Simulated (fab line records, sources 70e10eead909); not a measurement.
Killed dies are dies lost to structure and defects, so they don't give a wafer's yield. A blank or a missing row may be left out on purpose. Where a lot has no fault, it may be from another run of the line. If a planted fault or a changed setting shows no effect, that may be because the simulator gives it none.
A struck lot beside a sound one || flow nand-harc || 42 out of 1302 route steps
Sound: the wafers L833.2, L833.4, L833.5. Struck: wafers L842.1, L842.4, L842.5. Last of all comes the cause.
Per side, at each step with rows, come the tool, then ch with its chambers, and then its first start. Under that, the readings that differ: sound wafers || struck wafers || difference of the means || sigmas: that difference in standard deviations of wafers without a fault.
alike: readings with means less than 2 such deviations apart, plus words and numbers identical on both sides. not compared: withheld readings, readings lacking a value on some wafer, bounds such as >300 that could conceal the same value, and numbers that have no deviation in the record and whose values overlap.
Wherever a step has rows on one side only, a row that says differs or no value, or a row with sigmas, the two part there. Non-overlapping numbers with no deviation appear without sigmas and do not part them. A reading missing from all wafers of one side parts the sides only when that side holds two or more wafers.

NHARC_A_BONDPAD_INSPECT_23:
  sound: defect-inspect-02 at day 23 22:56; struck: defect-inspect-02 at day 28 11:49
{"reading": "raw-defect-count", "sound": "523 461 636", "struck": "603 740 1056", "difference": "+260", "sigmas": "+2"}
then, 5 steps without rows for these wafers: NHARC_HYBRID_BOND_ACTIVATE_00 (chemistry N2, time 60 s); NHARC_HYBRID_BOND_PRECLEAN_01 (cleans in DIW, time 300 s); NHARC_HYBRID_BOND_SRD_02 (time 30 s, dry time 20 s); NHARC_HYBRID_BOND_BOND_03; NHARC_HYBRID_BOND_ANNEAL_04 (time 7200 s).
NHARC_HYBRID_BOND_OVL_MEAS_05:
  sound: overlay-01 at day 24 09:14; struck: overlay-01 at day 28 22:31
{"reading": "overlay-y-nm (nm)", "sound": "-78 -59 -40", "struck": "19 17 11", "difference": "+75", "sigmas": "+2"}
  alike: overlay-x-nm
NHARC_HYBRID_BOND_INSPECT_06: inspects for defects (ir void).
  sound: defect-inspect-01 at day 24 09:17; struck: defect-inspect-02 at day 28 22:34
  alike: raw-defect-count
then, 2 steps without rows for these wafers: NHARC_THIN_TSV_GRIND_00; NHARC_THIN_TSV_CMP_01 (polishes).
NHARC_THIN_TSV_THK_MEAS_02: measures by ir.
  sound: film-metro-01 at day 24 10:55; struck: film-metro-02 at day 29 00:13
{"reading": "thk-nm (nm)", "sound": "3046 3226 3237", "struck": "2567 2631 2823", "difference": -496, "sigmas": -2}
after that, 1 step had no rows for these wafers: NHARC_THIN_TSV_SRD_03.
NHARC_THIN_TSV_PRECLEAN_41: cleans in SC1.
  sound on wet-bench-10 ch 0,1,5, day 24 10:59; struck on wet-bench-08 ch 1,4,6, day 29 00:16
after that, 1 step had no rows for these wafers: NHARC_THIN_TSV_SRD_42.
NHARC_THIN_TSV_DEP_43: deposits SiO2, target thk 1328.5 nm.
  sound on pecvd-04 ch 0,1,2, day 24 11:08; struck on pecvd-02 ch 0,1, day 29 00:31
  alike: throttle-valve-pct
then, 8 steps without rows for these wafers: NHARC_THIN_TSV_DEHYDRATE_04 (time 120 s); NHARC_THIN_TSV_HMDS_05 (time 30 s); NHARC_THIN_TSV_COAT_06; NHARC_THIN_TSV_SOFTBAKE_07 (time 95 s); NHARC_THIN_TSV_EBR_08; NHARC_THIN_TSV_EXPOSE_09 (exposes mask TSV); NHARC_THIN_TSV_PEB_10 (peb time 85 s); NHARC_THIN_TSV_DEVELOP_11 (time 70 s).
NHARC_THIN_TSV_CD_MEAS_12: target cd 1000 nm.
  sound on cd-sem-03 ch 0, day 24 11:58; struck on cd-sem-02 ch 0, day 29 01:16
  alike: cd-nm
then, 1 step without rows for these wafers: NHARC_THIN_TSV_HARDBAKE_13 (time 80 s).
NHARC_THIN_TSV_DESCUM_14: chemistry O2, time 3 s.
  sound on rie-diel-09 ch 0,2,3, day 24 12:09; struck on rie-diel-13 ch 0,2,3, day 29 01:25
  alike: chamber-pressure-mTorr, drypump-motor-current-A, oes-product-au, rf-vpp-V, showerhead-plenum-p-Torr, throttle-valve-pct
  not compared: rf-hours-counter-h
then, 2 steps without rows for these wafers: NHARC_THIN_TSV_ETCH_44 (etches the open film in CF4/O2, target depth 1594.2 nm, time 797.1 s); NHARC_THIN_TSV_ETCH_15 (target depth 3000 nm, bosch target overetch cycles 2, bosch etch step 2.8 s).
NHARC_THIN_TSV_CD_MEAS_16:
  sound: cd-sem-01 at day 24 13:04; struck: cd-sem-03 at day 29 02:13
  alike: cd-nm
then, 2 steps without rows for these wafers: NHARC_THIN_TSV_STRIP_45 (strips in O2); NHARC_THIN_TSV_STRIP_46 (strips in post etch residue remover, time 1200 s).
NHARC_THIN_TSV_DEP_47: deposits SiO2, target thk 200 nm.
  sound on pecvd-03 ch 0,1,2, day 24 14:01; struck on pecvd-03 ch 0,2, day 29 03:11
  alike: throttle-valve-pct
then, 3 steps without rows for these wafers: NHARC_THIN_TSV_ETCHBACK_48 (etches the open film in C4F8/Ar, target depth 1028.5 nm, time 405.17 s); NHARC_THIN_TSV_STRIP_62 (strips in N2/H2, time 20 s); NHARC_THIN_TSV_DEGAS_49 (time 120 s).
NHARC_THIN_TSV_PRE_CLEAN_50: time 30 s.
  sound on pvd-sputter-03; struck on pvd-sputter-03
  alike: heater-power-w
NHARC_THIN_TSV_PVD_19: deposits TaN, target thk 20 nm.
  sound on pvd-sputter-03; struck on pvd-sputter-03
  alike: throttle-valve-pct
then, 4 steps without rows for these wafers: NHARC_THIN_TSV_PVD_51 (deposits Cu, target thk 100 nm); NHARC_THIN_TSV_ECD_20 (material Cu, target thk 2000 nm); NHARC_THIN_TSV_ANNEAL_52 (time 90 s); NHARC_THIN_TSV_CMP_21 (polishes, t overpolish 30 s, target thk 2000 nm).
NHARC_END_SORT_01:
  here the record holds rows for the struck wafers (prober-02 ch 0, day 30 01:53) but none for the sound ones

WHERE THEY PART
At NHARC_A_BONDPAD_INSPECT_23 first; at NHARC_END_SORT_01 last (within this record only).

WHY: what the simulator had put in
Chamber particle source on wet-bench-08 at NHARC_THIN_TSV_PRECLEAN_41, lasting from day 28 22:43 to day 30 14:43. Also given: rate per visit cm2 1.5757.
